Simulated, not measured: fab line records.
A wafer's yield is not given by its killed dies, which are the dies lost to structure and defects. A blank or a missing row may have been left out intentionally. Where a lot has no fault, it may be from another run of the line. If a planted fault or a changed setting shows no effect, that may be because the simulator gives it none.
fab line records | flow nand-harc
[record] lots = 12 | wafers = 36 | last-day = 34
route steps=1302 shown A_STAIRCASE@704
lots with no fault: from the same line, run without faults
start-h: start of the lot's first displayed wafer, in hours after the record's first day | wait-h: how many hours have passed since the lot's step before this one | " the same as in the row above | L1.1+2: several wafers, shown together as one row | - value missing, or start not given | * or withheld: withheld | < > ~ a bound
route shown NAME@n: a module of which the file shows steps, and the number in the route of the first | usual: mean/standard deviation taken from wafers without a fault | same: alike in all rows | chamber/n: place in a boat | sites: per-site readings | _std_site: how widely they spread, as a standard deviation | _edge_site: the outer-site mean with the inner-site mean subtracted | radius-mm: for every site, how far away it sits from the centre of the wafer | mask NAME#n: copy n | behind: the tool/chamber that last shaped the wafer | hold: what put the lot on hold/how long, in hours/how the hold closed | device: names the non-switching transistor (n, p or np) | end of line: the route-end tests of the same wafers | a step with no rows: only its recipe | killed: count of dies lost to structure and defects at first sort (not the wafer's yield) | map: a wafer's dies, x killed, . not, _ none there
set.NAME: the setting as run; set.NAME@STEP: as run at that earlier step | model.NAME: the simulator's own value behind a step, which no gauge read
route steps across a sampled set of lots; one table per step, one row per wafer
services: when a tool's chamber went out of use (start-h, in hours from the record's first day, below 0 if earlier), for how many hours, and the reason
[[steps]]
[step NHARC_A_STAIRCASE_ETCH_190]
[recipe] target-depth-a = 1000 | time-s = 40.5 | ion-energy-ev = 400 | c4f8-flow-sccm = 20 | o2-flow-sccm = 10 | ar-flow-sccm = withheld | rf-w = 600 | bias-w = 1000 | chemistry = C4F8/O2
[usual] oes-product-au = 0.943/0.01 | rf-vpp-V = 898/4.9
[same] time-s = 40.5
lot.wafer | tool        | chamber | start-h | wait-h | oes-product-au | rf-hours-counter-h | rf-vpp-V
L636.1    | rie-diel-02 | 0       | -       | -      | 0.952          | 43                 | 903
L636.2    | "           | 1       | "       | "      | 0.953          | 41                 | 890
L636.5    | "           | 2       | "       | "      | 0.932          | -                  | 893
L637.4    | rie-diel-09 | 1       | -       | -      | 0.945          | 8                  | 892
L637.6    | "           | 3       | "       | "      | 0.947          | -                  | 902
L637.5    | "           | 0       | "       | "      | 0.946          | -                  | 899
L641.1    | rie-diel-09 | 2       | -       | -      | 0.933          | 20                 | 896
L641.4    | "           | 3       | "       | "      | 0.952          | -                  | 905
L641.5    | "           | 2       | "       | "      | 0.942          | -                  | 897
L644.3    | rie-diel-09 | 3       | -       | -      | 0.954          | 45                 | 903
L644.1    | "           | 0       | "       | "      | 0.939          | 42                 | 901
L644.5    | "           | 0       | "       | "      | 0.933          | -                  | 899
L648.1    | rie-diel-02 | 0       | -       | -      | 0.948          | 25                 | 903
L648.5    | "           | 2       | "       | "      | 0.939          | -                  | 893
L648.6    | "           | 3       | "       | "      | 0.950          | -                  | 901
L650.3    | rie-diel-12 | 0       | -       | -      | 0.946          | 13                 | 898
L650.6    | "           | 3       | "       | "      | 0.936          | -                  | 907
L650.5    | "           | 0       | "       | "      | 0.943          | -                  | 897
L651.2    | rie-diel-02 | 0       | -       | -      | 0.957          | 40                 | 903
L651.3    | "           | 1       | "       | "      | 0.942          | 41                 | 890
L651.5    | "           | 2       | "       | "      | 0.934          | -                  | 892
L652.1    | rie-diel-02 | 1       | -       | -      | 0.952          | 43                 | 890
L652.2    | "           | 2       | "       | "      | 0.951          | 37                 | 890
L652.5    | "           | 0       | "       | "      | 0.947          | -                  | 902
L653.4    | rie-diel-09 | 1       | -       | -      | 0.936          | 11                 | 893
L653.2    | "           | 2       | "       | "      | 0.949          | 9                  | 895
L653.5    | "           | 1       | "       | "      | 0.932          | -                  | 892
L655.1    | rie-diel-02 | 3       | -       | -      | 0.935          | 42                 | 899
L655.4    | "           | 1       | "       | "      | 0.944          | 49                 | 889
L655.6    | "           | 3       | "       | "      | 0.934          | -                  | 898
L657.2    | rie-diel-09 | 1       | -       | -      | 0.945          | 19                 | 892
L657.6    | "           | 1       | "       | "      | 0.948          | -                  | 894
L657.4    | "           | 3       | "       | "      | 0.954          | -                  | 903
L659.4    | rie-diel-02 | 1       | -       | -      | 0.947          | 1                  | 890
L659.6    | "           | 0       | "       | "      | 0.971          | -                  | 902
L659.5    | "           | 1       | "       | "      | 0.950          | -                  | 891
[step NHARC_A_STAIRCASE_ETCH_192]
[recipe] target-depth-a = 1000 | time-s = 40.5 | ion-energy-ev = 400 | c4f8-flow-sccm = 20 | o2-flow-sccm = 10 | ar-flow-sccm = withheld | rf-w = 600 | bias-w = 1000 | chemistry = C4F8/O2
[usual] oes-product-au = 0.944/0.011 | rf-vpp-V = 898/5.1
[same] time-s = 40.5
lot.wafer | tool        | chamber | start-h | wait-h | oes-product-au | rf-hours-counter-h | rf-vpp-V
L636.2    | rie-diel-02 | 1       | 353.27  | -      | 0.924          | 41                 | 890
L636.1    | "           | 2       | "       | "      | 0.944          | 42                 | 893
L636.5    | "           | 1       | "       | "      | 0.940          | -                  | 889
L637.4    | rie-diel-09 | 1       | 372.61  | -      | 0.938          | 8                  | 893
L637.6    | "           | 1       | "       | "      | 0.939          | -                  | 893
L637.5    | "           | 2       | "       | "      | 0.932          | -                  | 896
L641.1    | rie-diel-09 | 0       | 409.50  | -      | 0.933          | 32                 | 901
L641.5    | "           | 3       | "       | "      | 0.954          | -                  | 904
L641.4    | "           | 2       | "       | "      | 0.926          | -                  | 896
L644.3    | rie-diel-09 | 1       | 448.99  | -      | 0.947          | 28                 | 893
L644.1    | "           | 2       | "       | "      | 0.929          | 37                 | 897
L644.5    | "           | 0       | "       | "      | 0.848          | -                  | 901
L648.1    | rie-diel-02 | 3       | 474.81  | -      | 0.952          | 20                 | 900
L648.6    | "           | 0       | "       | "      | 0.944          | -                  | 902
L648.5    | "           | 1       | "       | "      | 0.943          | -                  | 889
L650.3    | rie-diel-12 | 3       | 500.23  | -      | 0.931          | 14                 | 906
L650.6    | "           | 2       | "       | "      | 0.955          | -                  | 899
L650.5    | "           | 3       | "       | "      | 0.939          | -                  | 905
L651.2    | rie-diel-02 | 3       | 510.03  | -      | 0.950          | 35                 | 900
L651.3    | "           | 2       | "       | "      | 0.944          | 35                 | 892
L651.5    | "           | 3       | "       | "      | 0.942          | -                  | 901
L652.1    | rie-diel-02 | 3       | 518.92  | -      | 0.952          | 36                 | 899
L652.2    | "           | 1       | "       | "      | 0.946          | 43                 | 891
L652.5    | "           | 3       | "       | "      | 0.950          | -                  | 901
L653.2    | rie-diel-09 | 2       | 532.24  | -      | 0.954          | 10                 | 895
L653.4    | "           | 3       | "       | "      | 0.945          | 10                 | 904
L653.5    | "           | 2       | "       | "      | 0.949          | -                  | 895
L655.4    | rie-diel-02 | 2       | 539.89  | -      | 0.953          | 43                 | 892
L655.1    | "           | 0       | "       | "      | 0.938          | 49                 | 902
L655.6    | "           | 2       | "       | "      | 0.941          | -                  | 892
L657.2    | rie-diel-09 | 3       | 569.70  | -      | 0.947          | 18                 | 903
L657.6    | "           | 1       | "       | "      | 0.952          | -                  | 891
L657.4    | "           | 2       | "       | "      | 0.939          | -                  | 895
L659.4    | rie-diel-02 | 0       | 585.47  | -      | 0.960          | 1                  | 903
L659.5    | "           | 3       | "       | "      | 0.947          | -                  | 899
L659.6    | "           | 0       | "       | "      | 0.949          | -                  | 902
[step NHARC_A_STAIRCASE_TRIM_198]
[recipe] time-s = 211.2 | o2-flow-sccm = 500 | ar-flow-sccm = 0 | bias-w = 0 | chemistry = O2
[usual] drypump-motor-current-A = 5.9/0.3 | oes-product-au = 1.001/0.0096 | rf-vpp-V = 57.8/0.84 | showerhead-plenum-p-Torr = 3.57/0.13 | throttle-valve-pct = 17.036/0.0098
[same] time-s = 211.2
lot.wafer | tool        | chamber | start-h | wait-h | drypump-motor-current-A | oes-product-au | rf-hours-counter-h | rf-vpp-V | showerhead-plenum-p-Torr | throttle-valve-pct
L636.1    | rie-diel-02 | 2       | -       | -      | 5.8                     | 0.986          | 42                 | 58.1     | 3.45                     | 17.033
L636.2    | "           | 3       | "       | "      | 5.2                     | 1.004          | 44                 | 56.1     | 3.66                     | 17.032
L636.5    | "           | 2       | "       | "      | 5.8                     | 0.987          | -                  | 58.8     | 3.45                     | 17.046
L637.4    | rie-diel-09 | 1       | -       | -      | 5.9                     | 1.004          | 8                  | 56.7     | 3.44                     | 17.039
L637.5    | "           | 2       | "       | "      | 6.5                     | 0.993          | -                  | 57.0     | 3.55                     | 17.032
L637.6    | "           | 3       | "       | "      | 5.8                     | 1.005          | -                  | 57.7     | 3.77                     | 17.040
L641.4    | rie-diel-12 | 2       | -       | -      | 5.6                     | 1.021          | 43                 | 59.4     | 3.62                     | 17.033
L641.1    | "           | 3       | "       | "      | 5.9                     | 0.981          | 43                 | 57.0     | 3.28                     | 17.047
L641.5    | "           | 0       | "       | "      | 5.7                     | 1.003          | -                  | 56.8     | 3.56                     | 17.022
L644.1    | rie-diel-02 | 2       | -       | -      | 5.8                     | 0.981          | 13                 | 56.6     | 3.44                     | 17.049
L644.3    | "           | 0       | "       | "      | 6.2                     | 1.004          | 13                 | 57.7     | 3.73                     | 17.039
L644.5    | "           | 2       | "       | "      | 5.8                     | 1.000          | -                  | 57.8     | 3.44                     | 17.035
L648.1    | rie-diel-12 | 1       | -       | -      | 5.9                     | 1.003          | 9                  | 58.9     | 3.56                     | 17.055
L648.6    | "           | 0       | "       | "      | 5.7                     | 1.000          | -                  | 57.0     | 3.55                     | 17.033
L648.5    | "           | 3       | "       | "      | 5.9                     | 0.992          | -                  | 58.4     | 3.80                     | 17.045
L650.3    | rie-diel-12 | 1       | -       | -      | 5.9                     | 0.977          | 17                 | 56.6     | 3.56                     | 17.021
L650.5    | "           | 0       | "       | "      | 5.7                     | 0.999          | -                  | 58.3     | 3.55                     | 17.028
L650.6    | "           | 1       | "       | "      | 5.8                     | 0.990          | -                  | 58.8     | 3.56                     | 17.021
L651.3    | rie-diel-09 | 1       | -       | -      | 5.9                     | 1.002          | 1                  | 57.9     | 3.42                     | 17.042
L651.2    | "           | 2       | "       | "      | 6.5                     | 0.996          | 1                  | 57.7     | 3.52                     | 17.045
L651.5    | "           | 1       | "       | "      | 5.9                     | 0.998          | -                  | 57.5     | 3.42                     | 17.038
L652.1    | rie-diel-09 | 2       | -       | -      | 6.5                     | 1.017          | 5                  | 57.5     | 3.52                     | 17.041
L652.2    | "           | 3       | "       | "      | 5.9                     | 1.010          | 5                  | 57.6     | 3.74                     | 17.054
L652.5    | "           | 2       | "       | "      | 6.5                     | 1.026          | -                  | 58.9     | 3.52                     | 17.016
L653.2    | rie-diel-09 | 3       | -       | -      | 5.9                     | 1.009          | 10                 | 57.5     | 3.73                     | 17.038
L653.4    | "           | 2       | "       | "      | 6.5                     | 1.006          | 10                 | 59.0     | 3.52                     | 17.028
L653.5    | "           | 0       | "       | "      | 6.0                     | 1.003          | -                  | 56.4     | 3.63                     | 17.036
L655.1    | rie-diel-09 | 1       | -       | -      | 5.9                     | 1.001          | 13                 | 57.5     | 3.42                     | 17.039
L655.4    | "           | 0       | "       | "      | 6.0                     | 0.997          | 10                 | 57.1     | 3.62                     | 17.024
L655.6    | "           | 2       | "       | "      | 6.5                     | 1.013          | -                  | 58.5     | 3.52                     | 17.037
L657.2    | rie-diel-09 | 3       | -       | -      | 5.9                     | 1.009          | 19                 | 58.8     | 3.73                     | 17.035
L657.6    | "           | 2       | "       | "      | 6.4                     | 1.004          | -                  | 58.7     | 3.51                     | 17.044
L657.4    | "           | 3       | "       | "      | 5.8                     | 1.005          | -                  | 57.8     | 3.73                     | 17.059
L659.4    | rie-diel-12 | 3       | -       | -      | 5.9                     | 0.989          | -                  | 57.0     | 3.78                     | 17.023
L659.5    | "           | 0       | "       | "      | 5.7                     | 0.999          | -                  | 58.3     | 3.53                     | 17.034
L659.6    | "           | 2       | "       | "      | 5.7                     | 1.009          | -                  | 57.7     | 3.59                     | 17.044
[step NHARC_A_STAIRCASE_TRIM_200]
[recipe] time-s = 211.2 | o2-flow-sccm = 500 | ar-flow-sccm = 0 | bias-w = 0 | chemistry = O2
[usual] drypump-motor-current-A = 5.9/0.3 | oes-product-au = 1.000/0.0091 | rf-vpp-V = 57.8/0.85 | showerhead-plenum-p-Torr = 3.58/0.13 | throttle-valve-pct = 17.036/0.0093
[same] time-s = 211.2
lot.wafer | tool        | chamber | start-h | wait-h | drypump-motor-current-A | oes-product-au | rf-hours-counter-h | rf-vpp-V | showerhead-plenum-p-Torr | throttle-valve-pct
L636.2    | rie-diel-02 | 2       | -       | -      | 5.8                     | 0.995          | 43                 | 59.3     | 3.45                     | 17.037
L636.1    | "           | 3       | "       | "      | 5.3                     | 1.007          | 44                 | 59.1     | 3.66                     | 17.030
L636.5    | "           | 0       | "       | "      | 6.1                     | 1.001          | -                  | 58.5     | 3.75                     | 17.039
L637.4    | rie-diel-09 | 1       | -       | -      | 5.9                     | 1.005          | 8                  | 56.7     | 3.44                     | 17.043
L637.5    | "           | 1       | "       | "      | 5.9                     | 1.008          | -                  | 55.7     | 3.44                     | 17.025
L637.6    | "           | 2       | "       | "      | 6.4                     | 1.004          | -                  | 58.9     | 3.55                     | 17.040
L641.1    | rie-diel-12 | 1       | -       | -      | 5.9                     | 0.997          | 45                 | 57.5     | 3.57                     | 17.039
L641.4    | "           | 2       | "       | "      | 5.7                     | 1.019          | 43                 | 56.6     | 3.62                     | 17.037
L641.5    | "           | 0       | "       | "      | 5.7                     | 0.997          | -                  | 59.0     | 3.56                     | 17.030
L644.3    | rie-diel-02 | 2       | -       | -      | 5.8                     | 0.990          | 13                 | 57.8     | 3.44                     | 17.023
L644.1    | "           | 0       | "       | "      | 6.1                     | 1.004          | 14                 | 57.0     | 3.73                     | 17.052
L644.5    | "           | 2       | "       | "      | 5.8                     | 0.995          | -                  | 58.3     | 3.44                     | 17.045
L648.1    | rie-diel-12 | 1       | -       | -      | 5.9                     | 0.985          | 9                  | 57.1     | 3.56                     | 17.024
L648.6    | "           | 3       | "       | "      | 5.9                     | 0.991          | -                  | 56.8     | 3.80                     | 17.025
L648.5    | "           | 0       | "       | "      | 5.7                     | 1.001          | -                  | 57.9     | 3.55                     | 17.044
L650.3    | rie-diel-12 | 2       | -       | -      | 5.7                     | 1.012          | 11                 | 57.7     | 3.61                     | 17.040
L650.6    | "           | 2       | "       | "      | 5.6                     | 1.005          | -                  | 58.7     | 3.61                     | 17.043
L650.5    | "           | 3       | "       | "      | 5.9                     | 0.986          | -                  | 58.3     | 3.80                     | 17.045
L651.3    | rie-diel-09 | 1       | -       | -      | 5.9                     | 1.004          | 1                  | 58.3     | 3.42                     | 17.032
L651.2    | "           | 2       | "       | "      | 6.4                     | 1.002          | 1                  | 56.5     | 3.52                     | 17.035
L651.5    | "           | 1       | "       | "      | 5.9                     | 1.000          | -                  | 59.3     | 3.43                     | 17.023
L652.1    | rie-diel-09 | 2       | -       | -      | 6.4                     | 1.008          | 5                  | 56.5     | 3.52                     | 17.024
L652.2    | "           | 1       | "       | "      | 5.9                     | 0.998          | 5                  | 57.1     | 3.42                     | 17.048
L652.5    | "           | 2       | "       | "      | 6.5                     | 1.021          | -                  | 58.0     | 3.52                     | 17.039
L653.4    | rie-diel-09 | 1       | -       | -      | 5.9                     | 1.001          | 11                 | 57.3     | 3.42                     | 17.045
L653.2    | "           | 3       | "       | "      | 5.9                     | 1.025          | 10                 | 58.0     | 3.73                     | 17.034
L653.5    | "           | 0       | "       | "      | 6.0                     | 0.994          | -                  | 58.4     | 3.63                     | 17.027
L655.1    | rie-diel-09 | 3       | -       | -      | 5.8                     | 1.014          | 12                 | 57.0     | 3.73                     | 17.041
L655.4    | "           | 1       | "       | "      | 5.9                     | 0.982          | 14                 | 58.0     | 3.42                     | 17.027
L655.6    | "           | 3       | "       | "      | 5.9                     | 1.008          | -                  | 58.5     | 3.73                     | 17.031
L657.2    | rie-diel-09 | 2       | -       | -      | 6.5                     | 0.993          | 18                 | 56.1     | 3.51                     | 17.032
L657.6    | "           | 2       | "       | "      | 6.5                     | 0.995          | -                  | 57.4     | 3.51                     | 17.030
L657.4    | "           | 3       | "       | "      | 5.8                     | 1.013          | -                  | 57.9     | 3.73                     | 17.042
L659.4    | rie-diel-12 | 3       | -       | -      | 5.9                     | 0.998          | -                  | 58.1     | 3.78                     | 17.030
L659.6    | "           | 0       | "       | "      | 5.7                     | 0.999          | -                  | 56.4     | 3.53                     | 17.023
L659.5    | "           | 2       | "       | "      | 5.7                     | 1.006          | -                  | 58.5     | 3.59                     | 17.019
[[services]]
tool        | chamber | start-h | hours | kind
rie-diel-09 | 0       | 329.14  | -     | clean
rie-diel-09 | 1       | 329.14  | -     | clean
rie-diel-09 | 2       | 329.14  | -     | clean
rie-diel-09 | 3       | 329.14  | -     | clean
rie-diel-09 | 3       | 329.14  | -     | consumable-replace:focus-ring
rie-diel-09 | 1       | 343.46  | 7.0   | repair
rie-diel-09 | 1       | 351.65  | 5.3   | repair
rie-diel-09 | 0       | 353.66  | -     | clean
rie-diel-09 | 2       | 353.66  | -     | clean
rie-diel-09 | 3       | 353.66  | -     | clean
rie-diel-09 | 0       | 378.22  | -     | clean
rie-diel-09 | 1       | 378.22  | -     | clean
rie-diel-09 | 2       | 378.22  | -     | clean
rie-diel-09 | 3       | 378.22  | -     | clean
rie-diel-09 | 2       | 384.43  | 16.1  | repair
rie-diel-02 | -       | 393.85  | 9.0   | pm
rie-diel-09 | 0       | 402.78  | -     | clean
rie-diel-12 | -       | 445.96  | 9.0   | pm
rie-diel-12 | 2       | 474.63  | 9.5   | repair
rie-diel-09 | 1       | 490.75  | 10.6  | repair
rie-diel-09 | 0       | 497.32  | 16.6  | repair
rie-diel-09 | -       | 497.91  | 9.0   | pm
rie-diel-09 | 0       | 566.90  | 9.3   | repair
rie-diel-02 | -       | 570.88  | 9.0   | pm
[[key]]
[first-sign] step = NHARC_A_STAIRCASE_ETCH_192 | reading = oes-product-au | direction = down | sigmas = 9.1 | usual = 0.944 | struck = 0.848
effect none on later readings
met-at NHARC_A_STAIRCASE_ETCH_192
struck-lots L644
struck-wafers L644.5
tester-left-out L644
not-acting-at NHARC_A_STAIRCASE_ETCH_190,NHARC_A_STAIRCASE_TRIM_198,NHARC_A_STAIRCASE_TRIM_200
onset-between 409.50 448.99
[fault] kind = process-parameter-drift | tool = rie-diel-09 | chamber = 0 | onset-h = 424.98 | steps = NHARC_A_STAIRCASE_ETCH_192 | channel = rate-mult | offset = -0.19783 | shape = step | end-h = 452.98
// tester-left-out: of these lots the tester's yield and bins aren't shown, on N5 and GAA mostly nor the transistor test; their killed dies are dies lost to structure and defects alone, not to doping, threshold or leakage, so they don't give the yield
